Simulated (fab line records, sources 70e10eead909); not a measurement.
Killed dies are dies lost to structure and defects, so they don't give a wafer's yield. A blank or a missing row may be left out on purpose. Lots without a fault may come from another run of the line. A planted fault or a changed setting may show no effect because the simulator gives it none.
Chamber matching | flow nand_harc | NHARC_A_WL_FILL_ALD_02 on ald_metal-04: 4 sister chambers
The step deposits TiN, target thk 2 nm, pulse time 3 s, ald cycles 100. 22 wafers are shown with their chamber, then 11 later ones without.

WAFERS WITH THEIR CHAMBER
wafer  | chamber | heater_power_w (W) | precursor_pulse_height_rel
L074.1 | 1       | 921                | 1.035
L074.3 | 0       | 1096               | 0.983
L074.4 | 2       | 1052               | 1.021
L076.1 | 1       | 873                | 0.966
L076.2 | 2       | 1042               | 1.028
L076.3 | 0       | 1000               | 1.014
L080.1 | 2       | 1062               | 0.980
L080.3 | 3       | 954                | 0.976
L080.6 | 3       | 933                | 1.014
L080.2 | 0       | 1017               | 1.023
L080.4 | 1       | 879                | 0.988
L080.5 | 2       | 1074               | 0.990
L083.2 | 1       | 872                | 1.026
L083.4 | 2       | 1081               | 1.006
L083.5 | 1       | 884                | 1.004
L082.1 | 2       | 1064               | 1.035
L082.4 | 1       | 884                | 0.961
L082.5 | 3       | 949                | 0.962
L088.1 | 0       | 1005               | 1.020
L088.3 | 1       | 870                | 1.001
L088.5 | 2       | 1029               | 0.998
L088.2 | 3       | 956                | 1.040

SIGNATURES (means of the wafers above)
reading                    | chamber 0 | chamber 1 | chamber 2 | chamber 3 | scatter within a chamber
heater_power_w             | 1029.50   | 883.29    | 1057.71   | 948.00    | 23.8
precursor_pulse_height_rel | 1.01000   | 0.99729   | 1.00829   | 0.99800   | 0.0258
Rule: a wafer's distance from a chamber is the root of the sum, over the readings, of the square of ((its reading less the chamber's mean) divided by the reading's scatter). The wafer belongs to the nearest chamber; if the next one is less than 2 further off, it can't be placed. The scatter: the root of (the sum of the squares of (reading less its chamber's mean) over the shown wafers, divided by (wafers less chambers)).

WAFERS WITHOUT THEIR CHAMBER
wafer  | heater_power_w (W) | precursor_pulse_height_rel
L088.4 | 1064               | 1.008
L088.6 | 892                | 1.012
L096.2 | 896                | 1.024
L096.4 | 1107               | 0.997
L096.5 | 1069               | 1.017
L093.1 | 966                | 0.994
L093.2 | 1060               | 1.026
L093.3 | 926                | 1.035
L097.1 | 1075               | 0.983
L097.5 | 893                | 0.971
L097.6 | 1091               | 1.011

WHICH CHAMBER EACH WENT THROUGH
wafer  | from the rows above     | in truth
L088.4 | can't be placed: 2 or 0 | 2
L088.6 | can't be placed: 1 or 3 | 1
L096.2 | can't be placed: 1 or 3 | 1
L096.4 | can't be placed: 2 or 0 | 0
L096.5 | can't be placed: 2 or 0 | 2
L093.1 | can't be placed: 3 or 0 | 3
L093.2 | can't be placed: 2 or 0 | 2
L093.3 | can't be placed: 3 or 1 | 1
L097.1 | can't be placed: 2 or 0 | 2
L097.5 | can't be placed: 1 or 3 | 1
L097.6 | can't be placed: 2 or 0 | 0
Placed correctly: 0 of 11. Can't be placed from these rows: 11 (the true chamber is among the candidates in 11). Placed wrongly: 0.
